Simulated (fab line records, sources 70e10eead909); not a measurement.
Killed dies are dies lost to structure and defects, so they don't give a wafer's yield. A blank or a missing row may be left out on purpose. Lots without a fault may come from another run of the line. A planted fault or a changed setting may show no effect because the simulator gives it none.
Which tool did it? | flow nand_harc | 14 lots, 42 wafers sampled, at 4 steps of a route of 1302

WHAT THE GAUGES READ, wafer by wafer
NHARC_A_ONON_D1_THK_MEAS_18: measures by ellipsometry.
lot  | measured     | on            | thk_nm (nm)
L456 | day 8 13:59  | film_metro-02 | 1013 1011 1012
L458 | day 8 18:50  | film_metro-02 | 1007 1008 1008
L457 | day 8 18:40  | film_metro-01 | 988 990 988
L459 | day 10 13:02 | film_metro-02 | 1002 1001 1002
L461 | day 10 13:03 | film_metro-02 | 999 997 999
L462 | day 10 13:23 | film_metro-01 | 985 986 985
L464 | day 11 10:32 | film_metro-02 | 1003 1003 1004
L465 | day 11 21:17 | film_metro-01 | 1004 1003 1005
L466 | day 12 13:16 | film_metro-02 | 984 983 984
L467 | day 12 13:26 | film_metro-02 | 983 986 985
L468 | day 12 19:55 | film_metro-01 | 989 989 990
L473 | day 15 01:25 | film_metro-01 | 1014 613 1012
L474 | day 15 13:49 | film_metro-02 | 1013 1013 1013
L476 | day 16 10:26 | film_metro-02 | 999 599 600

NHARC_A_ONON_D1_INSPECT_32.
lot  | measured     | on                | raw_defect_count
L456 | day 8 16:49  | defect_inspect-02 | 76 164 59
L458 | day 8 21:46  | defect_inspect-01 | 75 66 78
L457 | day 8 21:28  | defect_inspect-02 | 103 72 69
L459 | day 10 15:52 | defect_inspect-01 | 109 63 63
L461 | day 10 16:07 | defect_inspect-01 | 87 70 79
L462 | day 10 16:13 | defect_inspect-01 | 115 80 80
L464 | day 11 13:30 | defect_inspect-02 | 107 83 74
L465 | day 12 00:09 | defect_inspect-01 | 120 99 122
L466 | day 12 16:04 | defect_inspect-02 | 59 42 76
L467 | day 12 16:20 | defect_inspect-02 | 68 81 46
L468 | day 12 22:49 | defect_inspect-01 | 115 95 65
L473 | day 15 04:15 | defect_inspect-01 | 78 104 75
L474 | day 15 16:46 | defect_inspect-01 | 67 83 90
L476 | day 16 13:14 | defect_inspect-01 | 80 77 147

WHICH TOOL RAN EACH LOT (tool, then ch and the chambers of the sampled wafers, then the start)
lot  | NHARC_P_BONDPAD_ACTIVATE_29        | NHARC_A_ONON_D1_DEP_16
L456 | rie_diel-05 ch 0,3, day 7 02:52    | pecvd_onon-02 ch 0, day 8 13:32
L458 | rie_diel-08 ch 0,1,3, day 7 08:40  | pecvd_onon-01 ch 0, day 8 18:19
L457 | rie_diel-05 ch 0,2, day 7 09:30    | pecvd_onon-04 ch 0, day 8 18:10
L459 | rie_diel-08 ch 1,2,3, day 8 12:04  | pecvd_onon-04 ch 0, day 10 12:35
L461 | rie_diel-05 ch 0,2,3, day 9 03:40  | pecvd_onon-01 ch 0, day 10 12:32
L462 | rie_diel-08 ch 1,2,3, day 9 04:26  | pecvd_onon-04 ch 0, day 10 12:53
L464 | rie_diel-02 ch 1,3, day 10 00:17   | pecvd_onon-04 ch 0, day 11 10:01
L465 | rie_diel-05 ch 0,2,3, day 10 07:36 | pecvd_onon-04 ch 0, day 11 20:50
L466 | rie_diel-05 ch 0,1,2, day 11 03:01 | pecvd_onon-04 ch 0, day 12 12:46
L467 | rie_diel-05 ch 1,2,3, day 11 06:50 | pecvd_onon-02 ch 0, day 12 12:56
L468 | rie_diel-08 ch 1,2,3, day 11 10:43 | pecvd_onon-01 ch 0, day 12 19:25
L473 | rie_diel-08 ch 0,2,3, day 13 17:35 | pecvd_onon-01 ch 0, day 15 00:58
L474 | rie_diel-08 ch 0,2,3, day 14 02:29 | pecvd_onon-04 ch 0, day 15 13:22
L476 | rie_diel-05 ch 1,2,3, day 15 00:44 | pecvd_onon-01 ch 0, day 16 09:59
- NHARC_P_BONDPAD_ACTIVATE_29: chemistry N2, time 60 s.
- NHARC_A_ONON_D1_DEP_16: target thk 1000 nm.

WHAT THE TOOLS THEMSELVES READ (means of the sampled wafers that have a number; where no wafer has one, the mark that the record gives instead)
NHARC_P_BONDPAD_ACTIVATE_29.
lot  | tool        | drypump_motor_current_A (A) | n2_flow_sccm (sccm) | oes_product_au (a.u.) | rf_vpp_V (V) | showerhead_plenum_p_Torr (Torr)
L456 | rie_diel-05 | 5.1                         | 200.4               | 0.995                 | 64.7         | 1.75
L458 | rie_diel-08 | 5.9                         | 200.5               | 0.999                 | 64.1         | 1.78
L457 | rie_diel-05 | 5.3                         | 199.8               | 1.004                 | 64.5         | 1.83
L459 | rie_diel-08 | 6.0                         | 199.6               | 1.000                 | 63.7         | 1.74
L461 | rie_diel-05 | 5.2                         | 200.3               | 0.993                 | 65.2         | 1.79
L462 | rie_diel-08 | 6.0                         | 200.1               | 0.995                 | 63.7         | 1.74
L464 | rie_diel-02 | 5.5                         | 199.5               | 0.997                 | 64.2         | 1.74
L465 | rie_diel-05 | 5.2                         | 199.4               | 0.994                 | 64.9         | 1.79
L466 | rie_diel-05 | 5.6                         | 199.7               | 1.003                 | 65.2         | 1.82
L467 | rie_diel-05 | 5.2                         | 199.9               | 0.989                 | 65.0         | 1.80
L468 | rie_diel-08 | 6.0                         | 200.3               | 1.000                 | 64.0         | 1.74
L473 | rie_diel-08 | 6.0                         | 200.2               | 0.997                 | 64.2         | 1.75
L474 | rie_diel-08 | 6.1                         | 200.9               | 0.994                 | 63.5         | 1.75
L476 | rie_diel-05 | 5.2                         | 200.0               | 0.995                 | 64.3         | 1.80

NHARC_A_ONON_D1_DEP_16.
lot  | tool          | n2_flow_sccm (sccm)
L456 | pecvd_onon-02 | 2743
L458 | pecvd_onon-01 | 2752
L457 | pecvd_onon-04 | 2747
L459 | pecvd_onon-04 | 2757
L461 | pecvd_onon-01 | 2749
L462 | pecvd_onon-04 | 2754
L464 | pecvd_onon-04 | 2744
L465 | pecvd_onon-04 | 2746
L466 | pecvd_onon-04 | 2749
L467 | pecvd_onon-02 | 2748
L468 | pecvd_onon-01 | 2740
L473 | pecvd_onon-01 | 2737
L474 | pecvd_onon-04 | 2755
L476 | pecvd_onon-01 | 2752

THE ANSWER, worked out from the rows above alone
Rule: what is usual is taken from the lots themselves. Put in order of their means at a reading, lots are off if they are a third of the lots or fewer, leave a main group of 4 or more, and stand apart from it by a gap of 3 or more times the standard deviation of the main group's means; of several such gaps the widest counts. A main group whose means are all the same, to the digits that the tables above print for the reading, isn't used. A lot without any number at a reading at which 4 lots or more have one is off too. The other lots that the step has rows for count as sound. The gauges are gone through in route order, then the tools' own readings, and for those a lot's mean is taken as printed above. The first step at which some lot is off is used, and at that step the reading that is off furthest; a lot without a number counts as furthest.
Off: L473, L476, at NHARC_A_ONON_D1_THK_MEAS_18 (thk_nm). The main group: mean 998 nm, standard deviation 10.
A tool fits if, at a process step before that reading, it ran every lot that is off, and no sound lot after the first of them. The gauges at NHARC_A_ONON_D1_THK_MEAS_18 are tried like those tools. One fits: pecvd_onon-01 at NHARC_A_ONON_D1_DEP_16. Its last sound lot is L468 (day 12 19:25), its first lot that is off L473 (day 15 00:58): a fault that began between those two fits.

WHAT THE SIMULATOR HAD PUT IN
Process parameter drift: pecvd_onon-01, from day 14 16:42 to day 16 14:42, at NHARC_A_ONON_D1_DEP_16. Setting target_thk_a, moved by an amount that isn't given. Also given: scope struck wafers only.
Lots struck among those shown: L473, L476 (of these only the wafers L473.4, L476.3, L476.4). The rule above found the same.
